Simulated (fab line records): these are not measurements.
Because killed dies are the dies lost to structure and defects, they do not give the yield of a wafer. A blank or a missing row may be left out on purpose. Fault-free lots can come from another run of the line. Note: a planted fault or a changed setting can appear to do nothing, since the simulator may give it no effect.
fab line records	flow nand-harc
record: lots: 24	wafers: 72	last-day: 24
route steps=1159 shown A_M1@1040 A_BONDPAD@1060 HYBRID_BOND@1094 THIN_TSV@1124
lots that met no fault: taken from a fault-free run of the same line
start-h: hours from the record's first day to the start of the lot's first wafer shown	wait-h: hours from the lot's prior step to this one	" same as the row above	L1.1+2: a single row standing in for several wafers	- no value, or no start was given	* or withheld: withheld	< > ~ a bound
route shown NAME@n: names a module that has steps shown in the file, with the first one's number in the route	usual: mean/standard deviation taken from wafers without a fault	same: alike in all rows	chamber/n: place in a boat	sites: each site's reading	_std_site: the values' standard deviation	_edge_site: outer sites' mean less inner sites'	radius-mm: for every site, how far away it sits from the centre of the wafer	mask NAME#n: copy n	behind: the most recent tool/chamber to have shaped the wafer	hold: what put the lot on hold/how long, in hours/how the hold closed	device: whichever transistor did not switch (one of n, p or np)	end of line: tests run on the same wafers once the route is complete	a step given without rows: its recipe and nothing more	killed: at the first sort, the dies lost to defects and structure; wafer yield is something else	map: dies across one wafer; x = killed, . = not, _ = none there
set.NAME: the setting that was run; set.NAME@STEP: the one run at that earlier step	model.NAME: the simulator's own value behind a step, which no gauge read
one table for each step of the route and one row for each wafer, over a sample of lots
services: from which hour (start-h, from the record's first day; less than 0 if before it) a tool's chamber was out of use, for how many hours, and why
== steps ==
step: NHARC_A_M1_ETCH_35
recipe: target-depth-a: 400	overetch-a: 120	time-s: 43.94	ion-energy-ev: 200	n2-flow-sccm: 150	h2-flow-sccm: 150	ar-flow-sccm: 0	rf-w: 400	bias-w: 150	chemistry: N2/H2
usual: bias-w: 150.0/0.51	drypump-motor-current-A: 5.7/0.4	oes-product-au: 1.000/0.0075	rf-vpp-V: 429.5/2.5	showerhead-plenum-p-Torr: 2.00/0.086	throttle-valve-pct: 14.171/0.0083
lot.wafer	tool	chamber	start-h	wait-h	bias-w	drypump-motor-current-A	oes-product-au	rf-hours-counter-h	rf-vpp-V	showerhead-plenum-p-Torr	throttle-valve-pct
L075.1	rie-diel-10	3	403.81	0.1	149.7	5.6	1.002	4.1	428.6	1.92	14.173
L075.4	"	1	"	"	149.5	6.4	1.008	3.4	433.7	2.09	14.180
L075.5	"	0	"	"	149.4	5.9	1.021	-	427.4	1.93	14.164
L074.2	rie-diel-10	1	404.65	0.1	148.7	6.4	1.011	3.5	432.2	2.09	14.170
L074.1	"	2	"	"	150.0	4.7	0.999	3.3	433.5	2.11	14.165
L074.5	"	0	"	"	150.2	5.9	0.999	-	428.8	1.93	14.166
L078.3	rie-diel-11	1	410.87	0.1	150.1	5.8	1.006	1.8	430.2	1.98	14.167
L078.1	"	3	"	"	150.2	5.4	0.996	2.4	431.0	2.12	14.176
L078.5	"	0	"	"	150.7	5.9	1.005	-	434.2	2.12	14.170
L077.2	rie-diel-10	3	411.72	0.1	149.4	5.5	1.000	4.3	427.9	1.92	14.173
L077.4	"	1	"	"	150.2	6.4	1.008	3.7	431.4	2.09	14.163
L077.6	"	3	"	"	149.6	5.5	0.998	-	426.2	1.92	14.167
L079.2	rie-diel-12	3	418.43	0.1	149.6	6.0	0.995	0.8	430.5	2.05	14.177
L079.6	"	0	"	"	150.0	6.0	0.992	-	432.4	2.10	14.161
L079.5	"	1	"	"	149.6	5.5	0.984	-	426.7	1.94	14.172
L076.4	rie-diel-11	3	426.50	0.1	149.5	5.4	0.995	3.5	432.9	2.12	14.174
L076.1	"	1	"	"	149.4	5.8	1.000	3.2	428.9	1.98	14.161
L076.6	"	2	"	"	150.4	5.1	0.987	-	425.7	1.89	14.160
L080.4	rie-diel-10	3	426.99	0.1	150.3	5.5	1.009	4.7	426.7	1.92	14.167
L080.3	"	0	"	"	149.7	5.9	1.007	4.9	429.1	1.93	14.170
L080.5	"	0	"	"	149.4	5.9	0.995	-	427.9	1.93	14.160
L082.1	rie-diel-10	2	450.72	0.1	150.0	4.7	0.998	5.4	433.0	2.11	14.168
L082.5	"	0	"	"	150.5	5.9	1.003	-	427.7	1.93	14.172
L082.6	"	1	"	"	149.2	6.4	1.017	-	431.1	2.09	14.180
L081.2	rie-diel-11	3	456.71	0.1	150.0	5.4	1.006	5.8	432.9	2.12	14.169
L081.5	"	2	"	"	150.2	5.1	0.994	-	426.3	1.89	14.173
L081.6	"	3	"	"	151.2	5.4	0.988	-	432.5	2.12	14.175
L084.4	rie-diel-12	2	456.96	0.1	149.5	5.7	0.993	1.2	426.0	1.91	14.167
L084.1	"	3	"	"	149.9	6.0	0.989	1.5	431.2	2.05	14.169
L084.3	"	0	"	"	150.4	6.0	0.995	1.5	430.9	2.10	14.162
L083.2	rie-diel-12	0	462.23	0.1	150.0	6.0	1.000	1.7	432.5	2.10	14.173
L083.1	"	1	"	"	150.5	5.5	0.999	1.4	427.3	1.94	14.178
L083.3	"	2	"	"	149.4	5.7	1.005	1.4	428.1	1.91	14.179
L088.3	rie-diel-12	3	477.03	0.1	149.3	6.0	0.984	2.0	431.5	2.05	14.175
L088.6	"	2	"	"	150.3	5.7	1.000	-	428.5	1.91	14.174
L088.5	"	3	"	"	149.9	6.0	1.009	-	430.7	2.05	14.158
L086.1	rie-diel-10	0	477.39	0.1	150.9	5.9	0.995	8.6	427.7	1.93	14.183
L086.2	"	1	"	"	150.5	6.4	1.001	7.9	431.6	2.08	14.159
L086.3	"	2	"	"	149.8	4.7	1.002	7.4	433.3	2.11	14.191
L085.4	rie-diel-10	2	478.09	0.1	150.0	4.7	0.997	7.5	433.2	2.11	14.165
L085.5	"	0	"	"	150.2	5.9	0.996	-	428.6	1.93	14.187
L085.6	"	1	"	"	150.5	6.4	0.997	-	432.2	2.08	14.147
L090.4	rie-diel-10	0	494.84	0.1	149.4	5.9	1.002	9.2	427.6	1.93	14.172
L090.5	"	3	"	"	150.1	5.6	1.006	-	427.4	1.92	14.176
L090.6	"	0	"	"	149.8	5.9	1.002	-	427.8	1.93	14.175
L091.1	rie-diel-10	3	495.62	0.1	149.7	5.6	1.007	8.7	429.1	1.91	14.166
L091.3	"	0	"	"	150.2	5.9	0.999	9.3	427.2	1.93	14.175
L091.5	"	0	"	"	150.7	5.9	1.006	-	429.0	1.93	14.169
L087.1	rie-diel-11	1	495.75	0.1	150.6	5.8	1.007	8.2	429.0	1.98	14.181
L087.4	"	2	"	"	149.9	5.1	1.010	7.5	424.7	1.89	14.177
L087.6	"	1	"	"	150.0	5.8	1.007	-	430.1	1.98	14.168
L089.3	rie-diel-10	3	496.03	0.1	150.5	5.6	1.014	8.8	425.9	1.92	14.176
L089.1	"	0	"	"	148.7	5.9	1.005	9.3	428.4	1.93	14.171
L089.6	"	3	"	"	150.7	5.6	1.003	-	425.7	1.92	14.177
L093.1	rie-diel-12	0	511.06	0.5	149.9	6.0	1.002	3.0	431.4	2.10	14.155
L093.2	"	1	"	"	150.0	5.5	0.998	2.8	427.5	1.94	14.169
L093.6	"	3	"	"	150.8	5.9	0.990	-	432.7	2.05	14.169
L092.2	rie-diel-11	1	528.42	0.1	150.3	5.9	1.006	9.5	428.5	1.98	14.167
L092.5	"	1	"	"	149.3	5.8	1.012	-	428.5	1.98	14.167
L092.6	"	2	"	"	149.7	5.1	1.022	-	427.4	1.89	14.165
L095.2	rie-diel-11	0	532.44	0.1	149.6	5.9	1.011	10.1	432.4	2.11	14.171
L095.1	"	2	"	"	148.8	5.1	0.997	9.2	426.5	1.89	14.154
L095.4	"	3	"	"	150.8	5.4	1.000	11.1	430.8	2.11	14.175
L096.3	rie-diel-12	2	532.62	0.1	149.7	5.7	1.002	3.4	427.2	1.91	14.171
L096.2	"	3	"	"	150.3	6.0	1.001	3.6	430.1	2.05	14.163
L096.4	"	1	"	"	150.0	5.5	0.990	3.4	428.5	1.94	14.171
L094.3	rie-diel-12	2	544.54	0.1	150.1	5.7	1.000	3.8	425.3	1.91	14.160
L094.4	"	0	"	"	150.4	6.0	0.985	4.0	432.2	2.10	14.174
L094.6	"	3	"	"	149.6	6.0	0.999	-	430.2	2.05	14.177
L097.4	rie-diel-12	1	545.17	0.1	150.3	5.5	0.996	3.9	428.9	1.94	14.161
L097.1	"	2	"	"	150.1	5.7	0.995	3.8	425.7	1.91	14.179
L097.5	"	3	"	"	150.0	6.0	0.985	-	432.5	2.05	14.164
step: NHARC_A_M1_PRE_CLEAN_30
recipe: time-s: 30	temp-c: 280	gas: H2/He
usual: heater-power-w: 441/55
lot.wafer	tool	chamber	start-h	wait-h	heater-power-w
L075.4	pvd-sputter-03	-	-	-	567
L075.1	"	-	"	"	436
L075.5	"	-	"	"	443
L074.1	pvd-sputter-01	-	-	-	392
L074.2	"	-	"	"	428
L074.5	"	-	"	"	394
L078.3	pvd-sputter-03	-	-	-	484
L078.1	"	-	"	"	436
L078.5	"	-	"	"	448
L077.4	pvd-sputter-02	-	-	-	413
L077.2	"	-	"	"	382
L077.6	"	-	"	"	417
L079.2	pvd-sputter-02	-	-	-	409
L079.5	"	-	"	"	404
L079.6	"	-	"	"	435
L076.4	pvd-sputter-01	-	-	-	388
L076.1	"	-	"	"	431
L076.6	"	-	"	"	401
L080.3	pvd-sputter-03	-	-	-	445
L080.4	"	-	"	"	489
L080.5	"	-	"	"	431
L082.1	pvd-sputter-01	-	-	-	388
L082.5	"	-	"	"	431
L082.6	"	-	"	"	474
L081.2	pvd-sputter-03	-	-	-	468
L081.5	"	-	"	"	493
L081.6	"	-	"	"	447
L084.3	pvd-sputter-02	-	-	-	386
L084.4	"	-	"	"	416
L084.1	"	-	"	"	430
L083.2	pvd-sputter-01	-	-	-	490
L083.3	"	-	"	"	428
L083.1	"	-	"	"	387
L088.3	pvd-sputter-02	-	-	-	407
L088.5	"	-	"	"	412
L088.6	"	-	"	"	396
L086.2	pvd-sputter-03	-	-	-	609
L086.3	"	-	"	"	407
L086.1	"	-	"	"	434
L085.4	pvd-sputter-02	-	-	-	384
L085.5	"	-	"	"	433
L085.6	"	-	"	"	414
L090.4	pvd-sputter-02	-	-	-	406
L090.6	"	-	"	"	389
L090.5	"	-	"	"	417
L091.3	pvd-sputter-01	-	-	-	382
L091.1	"	-	"	"	487
L091.5	"	-	"	"	390
L087.1	pvd-sputter-02	-	-	-	425
L087.4	"	-	"	"	405
L087.6	"	-	"	"	402
L089.3	pvd-sputter-03	-	-	-	442
L089.1	"	-	"	"	596
L089.6	"	-	"	"	595
L093.2	pvd-sputter-03	-	-	-	464
L093.1	"	-	"	"	444
L093.6	"	-	"	"	410
L092.2	pvd-sputter-02	-	-	-	410
L092.6	"	-	"	"	399
L092.5	"	-	"	"	399
L095.4	pvd-sputter-03	-	-	-	599
L095.1	"	-	"	"	408
L095.2	"	-	"	"	478
L096.2	pvd-sputter-02	-	-	-	409
L096.4	"	-	"	"	387
L096.3	"	-	"	"	414
L094.3	pvd-sputter-03	-	-	-	405
L094.4	"	-	"	"	475
L094.6	"	-	"	"	475
L097.1	pvd-sputter-02	-	-	-	408
L097.4	"	-	"	"	430
L097.5	"	-	"	"	417
step: NHARC_A_BONDPAD_CMP_29
recipe: target-thk-nm: 200	material: SiCN
usual: motor-current-A: 11.9/1.2
lot.wafer	tool	chamber	start-h	wait-h	motor-current-A
L075.1	cmp-03	1	407.48	-	11.1
L075.4	"	2	"	"	10.8
L075.5	"	3	"	"	12.2
L074.1	cmp-02	1	408.35	-	12.5
L074.2	"	3	"	"	11.2
L074.5	"	0	"	"	11.9
L078.1	cmp-03	0	414.57	-	11.1
L078.3	"	1	"	"	10.9
L078.5	"	0	"	"	10.2
L077.2	cmp-04	1	415.48	-	13.6
L077.4	"	2	"	"	12.4
L077.6	"	0	"	"	14.5
L079.2	cmp-04	2	422.07	-	11.7
L079.6	"	0	"	"	13.9
L079.5	"	1	"	"	13.2
L076.4	cmp-03	3	430.12	-	12.1
L076.1	"	1	"	"	11.1
L076.6	"	0	"	"	11.3
L080.3	cmp-02	0	430.66	-	12.2
L080.4	"	1	"	"	14.2
L080.5	"	1	"	"	13.0
L082.1	cmp-02	3	455.05	-	10.7
L082.5	"	0	"	"	12.9
L082.6	"	1	"	"	12.5
L081.2	cmp-03	2	460.41	-	10.7
L081.6	"	1	"	"	11.1
L081.5	"	2	"	"	10.6
L084.1	cmp-02	0	460.61	-	12.2
L084.3	"	1	"	"	12.4
L084.4	"	2	"	"	10.7
L083.3	cmp-02	3	465.83	-	11.3
L083.2	"	1	"	"	13.0
L083.1	"	2	"	"	11.2
L088.3	cmp-04	3	480.72	-	10.5
L088.6	"	0	"	"	14.3
L088.5	"	1	"	"	13.1
L086.3	cmp-03	3	481.03	-	12.5
L086.1	"	0	"	"	10.5
L086.2	"	1	"	"	10.8
L085.4	cmp-02	0	481.96	-	11.8
L085.6	"	2	"	"	10.8
L085.5	"	3	"	"	11.2
L090.4	cmp-02	2	498.51	-	10.5
L090.5	"	0	"	"	12.2
L090.6	"	1	"	"	12.7
L091.1	cmp-03	3	499.28	-	12.3
L091.3	"	0	"	"	10.8
L091.5	"	2	"	"	10.5
L087.4	cmp-02	3	499.37	-	10.9
L087.1	"	1	"	"	12.9
L087.6	"	3	"	"	11.4
L089.3	cmp-03	3	499.79	-	13.0
L089.1	"	0	"	"	10.4
L089.6	"	2	"	"	11.2
L093.1	cmp-02	3	514.77	-	10.9
L093.2	"	0	"	"	12.8
L093.6	"	2	"	"	10.8
L092.2	cmp-04	0	532.40	-	14.8
L092.5	"	3	"	"	11.0
L092.6	"	0	"	"	14.6
L095.1	cmp-04	3	536.29	-	11.2
L095.4	"	0	"	"	14.3
L095.2	"	2	"	"	12.4
L096.4	cmp-02	0	536.59	-	12.6
L096.3	"	1	"	"	12.0
L096.2	"	2	"	"	11.0
L094.3	cmp-04	2	548.50	0.3	11.5
L094.4	"	1	"	"	12.5
L094.6	"	3	"	"	11.4
L097.1	cmp-02	0	548.81	-	12.3
L097.4	"	1	"	"	13.1
L097.5	"	0	"	"	12.3
step: NHARC_A_BONDPAD_THK_MEAS_20
recipe: thk-meas-gauge: xrf
usual: thk-nm: 170.0/1.4
lot.wafer	tool	chamber	start-h	wait-h	thk-nm
L075.1	film-metro-02	-	410.69	-	170.8
L075.4	"	-	"	"	168.9
L075.5	"	-	"	"	170.8
L074.1	film-metro-01	-	411.94	-	171.6
L074.2	"	-	"	"	168.4
L074.5	"	-	"	"	170.2
L078.1	film-metro-01	-	417.92	-	171.3
L078.3	"	-	"	"	170.8
L078.5	"	-	"	"	169.4
L077.2	film-metro-02	-	418.83	-	171.0
L077.4	"	-	"	"	170.6
L077.6	"	-	"	"	170.6
L079.2	film-metro-02	-	425.50	-	168.2
L079.5	"	-	"	"	169.5
L079.6	"	-	"	"	172.9
L076.1	film-metro-01	-	433.50	-	171.5
L076.4	"	-	"	"	170.7
L076.6	"	-	"	"	171.8
L080.3	film-metro-01	-	433.97	-	168.2
L080.4	"	-	"	"	171.6
L080.5	"	-	"	"	172.0
L082.1	film-metro-01	-	458.44	-	170.0
L082.5	"	-	"	"	166.8
L082.6	"	-	"	"	166.9
L081.2	film-metro-02	-	463.76	-	172.4
L081.5	"	-	"	"	172.4
L081.6	"	-	"	"	170.1
L084.1	film-metro-01	-	464.07	-	170.5
L084.3	"	-	"	"	170.0
L084.4	"	-	"	"	170.4
L083.1	film-metro-02	-	469.22	-	167.0
L083.2	"	-	"	"	171.7
L083.3	"	-	"	"	170.0
L088.3	film-metro-02	-	484.07	-	172.0
L088.5	"	-	"	"	169.5
L088.6	"	-	"	"	170.7
L086.1	film-metro-02	-	484.38	-	171.1
L086.2	"	-	"	"	173.1
L086.3	"	-	"	"	169.6
L085.4	film-metro-01	-	485.32	-	173.3
L085.5	"	-	"	"	169.7
L085.6	"	-	"	"	170.5
L090.4	film-metro-01	-	502.28	-	171.5
L090.5	"	-	"	"	170.6
L090.6	"	-	"	"	172.3
L091.1	film-metro-01	-	502.59	-	168.7
L091.3	"	-	"	"	169.3
L091.5	"	-	"	"	170.1
L087.1	film-metro-02	-	502.81	-	168.8
L087.4	"	-	"	"	170.6
L087.6	"	-	"	"	171.1
L089.1	film-metro-01	-	503.54	-	167.6
L089.3	"	-	"	"	167.4
L089.6	"	-	"	"	168.7
L093.1	film-metro-02	-	518.22	-	170.5
L093.2	"	-	"	"	171.9
L093.6	"	-	"	"	170.8
L092.2	film-metro-02	-	535.66	-	170.6
L092.5	"	-	"	"	169.3
L092.6	"	-	"	"	170.8
L095.1	film-metro-02	-	539.60	-	170.2
L095.2	"	-	"	"	170.0
L095.4	"	-	"	"	168.6
L096.2	film-metro-02	-	540.15	-	170.5
L096.3	"	-	"	"	169.4
L096.4	"	-	"	"	171.9
L094.3	film-metro-01	-	552.35	-	170.8
L094.4	"	-	"	"	170.6
L094.6	"	-	"	"	171.8
L097.1	film-metro-02	-	552.78	-	170.7
L097.4	"	-	"	"	167.9
L097.5	"	-	"	"	169.6
step: NHARC_HYBRID_BOND_ACTIVATE_00
recipe: time-s: 60	n2-flow-sccm: 200	ar-flow-sccm: 0	bias-power-w: 0	chemistry: N2
usual: drypump-motor-current-A: 5.8/0.33	oes-product-au: 0.999/0.0084	rf-vpp-V: 64.0/0.97	showerhead-plenum-p-Torr: 1.75/0.085
lot.wafer	tool	chamber	start-h	wait-h	drypump-motor-current-A	oes-product-au	rf-hours-counter-h	rf-vpp-V	showerhead-plenum-p-Torr
L075.1	rie-diel-04	0	411.02	0.1	5.6	1.009	11	62.6	1.65
L075.4	"	1	"	"	5.7	0.992	11	64.7	1.73
L075.5	"	3	"	"	6.0	0.996	-	64.7	1.88
L074.1	rie-diel-02	0	412.22	0.1	5.2	1.001	24	64.4	1.78
L074.2	"	2	"	"	5.8	1.000	25	62.7	1.67
L074.5	"	3	"	"	6.2	1.011	-	64.0	1.86
L078.1	rie-diel-04	1	418.24	0.1	5.7	1.002	12	65.2	1.73
L078.3	"	2	"	"	6.3	0.999	11	65.1	1.78
L078.5	"	0	"	"	5.5	1.002	-	64.2	1.65
L077.4	rie-diel-04	1	419.13	0.1	5.7	1.010	12	63.9	1.73
L077.2	"	2	"	"	6.2	0.996	11	65.0	1.78
L077.6	"	1	"	"	5.7	0.988	-	63.6	1.73
L079.2	rie-diel-04	3	425.80	0.1	6.0	1.003	12	64.2	1.88
L079.6	"	3	"	"	6.0	0.990	-	64.0	1.88
L079.5	"	0	"	"	5.6	0.991	-	62.3	1.65
L076.1	rie-diel-02	2	433.82	0.1	5.8	0.989	32	63.1	1.66
L076.6	"	0	"	"	5.2	0.991	-	64.5	1.78
L076.4	"	2	"	"	5.8	0.989	-	62.9	1.66
L080.4	rie-diel-04	1	434.26	0.1	5.7	1.003	13	64.3	1.73
L080.3	"	2	"	"	6.3	1.003	12	62.9	1.78
L080.5	"	2	"	"	6.3	0.997	-	65.6	1.78
L082.1	rie-diel-04	3	458.70	0.1	6.0	1.002	15	64.3	1.88
L082.6	"	3	"	"	6.0	0.999	-	64.6	1.88
L082.5	"	0	"	"	5.6	1.009	-	63.4	1.65
L081.2	rie-diel-04	1	464.03	0.1	5.7	0.990	16	64.5	1.73
L081.6	"	1	"	"	5.7	0.990	-	63.7	1.73
L081.5	"	2	"	"	6.3	0.996	-	64.5	1.78
L084.1	rie-diel-04	2	464.37	0.1	6.3	1.000	15	65.0	1.78
L084.4	"	0	"	"	5.6	1.008	16	61.2	1.65
L084.3	"	1	"	"	5.7	1.007	16	63.5	1.73
L083.1	rie-diel-13	3	469.50	0.1	5.4	0.991	2	64.4	1.71
L083.3	"	0	"	"	5.4	0.991	2	63.3	1.74
L083.2	"	1	"	"	6.3	1.003	2	64.3	1.66
L088.3	rie-diel-13	2	484.39	0.1	5.6	1.003	9	65.2	1.90
L088.6	"	3	"	"	5.4	0.996	-	63.1	1.71
L088.5	"	0	"	"	5.5	1.003	-	64.0	1.74
L086.1	rie-diel-13	1	484.68	0.1	6.3	1.028	9	63.4	1.65
L086.3	"	2	"	"	5.7	1.018	9	63.7	1.90
L086.2	"	3	"	"	5.5	0.999	8	63.2	1.71
L085.4	rie-diel-02	3	485.69	0.2	6.3	1.009	-	63.3	1.85
L085.6	"	1	"	"	5.4	0.998	-	64.0	1.63
L085.5	"	2	"	"	5.8	0.984	-	62.8	1.66
L090.4	rie-diel-04	2	502.57	0.1	6.2	1.003	3	64.0	1.78
L090.5	"	1	"	"	5.7	0.997	-	63.5	1.73
L090.6	"	2	"	"	6.3	1.007	-	65.2	1.78
L091.1	rie-diel-13	1	502.90	0.1	6.3	1.006	16	62.2	1.65
L091.3	"	2	"	"	5.6	1.015	16	64.5	1.89
L091.5	"	1	"	"	6.3	0.996	-	64.7	1.65
L087.4	rie-diel-13	3	503.13	0.1	5.4	1.003	15	65.2	1.71
L087.1	"	1	"	"	6.3	1.005	16	62.9	1.65
L087.6	"	3	"	"	5.4	0.993	-	63.7	1.71
L089.1	rie-diel-02	3	503.84	0.1	6.3	1.008	49	64.8	1.85
L089.3	"	0	"	"	5.3	1.009	57	63.6	1.77
L089.6	"	3	"	"	6.3	1.004	-	62.7	1.85
L093.2	rie-diel-04	2	518.51	0.1	6.3	1.000	4	64.7	1.78
L093.1	"	3	"	"	6.0	0.997	4	62.9	1.88
L093.6	"	0	"	"	5.6	0.989	-	64.8	1.65
L092.2	rie-diel-04	0	536.00	0.1	5.5	0.995	5	62.1	1.65
L092.6	"	1	"	"	5.7	1.003	-	64.3	1.73
L092.5	"	2	"	"	6.3	1.006	-	64.0	1.78
L095.4	rie-diel-04	3	539.90	0.1	6.0	0.992	7	65.5	1.88
L095.2	"	0	"	"	5.6	0.999	5	63.4	1.65
L095.1	"	1	"	"	5.7	1.004	6	63.8	1.73
L096.4	rie-diel-04	3	540.41	0.1	6.0	0.989	7	64.6	1.88
L096.3	"	0	"	"	5.5	0.995	5	62.4	1.65
L096.2	"	2	"	"	6.3	1.005	7	63.8	1.78
L094.4	rie-diel-13	0	552.64	0.1	5.4	0.998	34	63.9	1.73
L094.3	"	3	"	"	5.4	1.004	34	64.3	1.70
L094.6	"	1	"	"	6.3	1.008	-	62.7	1.65
L097.4	rie-diel-04	3	553.05	0.1	6.0	0.986	8	64.9	1.88
L097.1	"	1	"	"	5.7	0.999	8	62.6	1.73
L097.5	"	3	"	"	6.0	0.983	-	62.4	1.88
step: NHARC_THIN_TSV_DEP_47
recipe: target-thk-a: 2000	temp-c: withheld	pressure-torr: 6.5	rf-w: 900	teos-flow-sccm: 161.4	flow-sccm: 2650	target-thk-nm: 200	gas: O2	material: SiO2
usual: throttle-valve-pct: 15.6/0.47
lot.wafer	tool	chamber	start-h	wait-h	throttle-valve-pct
L074.1	pecvd-03	2	427.33	-	15.7
L074.2	"	0	"	"	16.5
L074.5	"	1	"	"	16.1
L075.1	pecvd-02	2	428.54	-	15.3
L075.4	"	2	"	"	15.7
L075.5	"	0	"	"	14.6
L078.1	pecvd-01	0	435.27	-	15.2
L078.3	"	1	"	"	15.4
L078.5	"	1	"	"	15.3
L077.2	pecvd-01	0	436.67	-	15.3
L077.6	"	1	"	"	15.1
L077.4	"	2	"	"	16.4
L079.2	pecvd-02	2	444.22	-	15.5
L079.5	"	2	"	"	15.8
L079.6	"	1	"	"	15.1
L076.1	pecvd-03	0	449.23	-	16.2
L076.4	"	0	"	"	16.1
L076.6	"	2	"	"	16.1
L080.3	pecvd-01	0	450.68	-	15.1
L080.4	"	1	"	"	15.4
L080.5	"	2	"	"	16.4
L084.1	pecvd-01	1	477.00	-	15.4
L084.3	"	0	"	"	15.2
L084.4	"	1	"	"	15.3
L082.1	pecvd-01	1	478.05	-	15.3
L082.6	"	0	"	"	15.4
L082.5	"	1	"	"	15.2
L081.2	pecvd-01	1	478.88	-	15.7
L081.5	"	0	"	"	15.4
L081.6	"	1	"	"	15.7
L083.2	pecvd-03	1	488.53	-	15.6
L083.3	"	2	"	"	15.5
L083.1	"	0	"	"	15.9
L088.3	pecvd-02	1	499.34	-	15.3
L088.6	"	0	"	"	14.9
L088.5	"	1	"	"	15.3
L086.2	pecvd-02	2	500.50	-	15.5
L086.3	"	0	"	"	14.8
L086.1	"	1	"	"	15.3
L085.4	pecvd-01	2	501.74	-	16.5
L085.5	"	0	"	"	15.3
L085.6	"	1	"	"	15.2
L090.5	pecvd-01	0	519.95	-	15.4
L090.4	"	1	"	"	15.8
L090.6	"	2	"	"	16.4
L091.1	pecvd-01	1	521.20	-	15.5
L091.3	"	2	"	"	16.6
L091.5	"	1	"	"	15.6
L087.1	pecvd-01	0	522.24	-	15.3
L087.6	"	1	"	"	15.6
L087.4	"	0	"	"	15.3
L089.1	pecvd-01	1	523.71	-	15.2
L089.3	"	2	"	"	16.4
L089.6	"	2	"	"	16.4
L093.1	pecvd-02	1	534.45	-	16.0
L093.2	"	2	"	"	15.4
L093.6	"	1	"	"	15.5
L092.2	pecvd-03	2	550.50	-	15.3
L092.5	"	2	"	"	15.4
L092.6	"	1	"	"	16.0
L095.2	pecvd-03	2	554.56	-	15.5
L095.1	"	0	"	"	15.9
L095.4	"	2	"	"	15.3
L096.2	pecvd-01	2	556.01	-	16.6
L096.3	"	0	"	"	15.6
L096.4	"	0	"	"	15.4
L097.1	pecvd-03	0	567.23	-	15.7
L097.4	"	0	"	"	15.9
L097.5	"	1	"	"	15.9
L094.3	pecvd-03	2	568.15	-	15.7
L094.6	"	2	"	"	15.6
L094.4	"	1	"	"	16.0
== services ==
tool	chamber	start-h	hours	kind
pvd-sputter-02	-	394.17	10.0	pm
pvd-sputter-03	-	403.52	0.9	repair
pvd-sputter-03	-	406.12	5.2	repair
pecvd-01	-	418.24	13.0	pm
cmp-02	-	424.51	4.0	pm
rie-diel-10	-	452.47	0.6	repair
rie-diel-10	1	458.11	7.9	repair
rie-diel-10	-	460.29	3.4	repair
pecvd-01	-	461.95	2.4	repair
rie-diel-04	-	466.13	9.0	pm
cmp-02	-	469.53	0.8	repair
rie-diel-12	-	470.29	0.4	repair
pecvd-01	2	471.89	8.0	repair
rie-diel-10	0	473.41	1.3	repair
rie-diel-04	0	480.29	3.7	repair
pvd-sputter-02	-	486.75	1.9	repair
rie-diel-12	0	521.28	2.5	repair
cmp-02	-	522.61	4.0	pm
rie-diel-10	-	530.50	9.0	pm
pvd-sputter-02	-	535.88	3.1	repair
pvd-sputter-03	-	548.30	11.4	repair
pvd-sputter-02	-	549.23	2.4	repair
rie-diel-12	-	556.51	9.0	pm
rie-diel-12	-	567.36	1.1	repair
== key ==
fault none
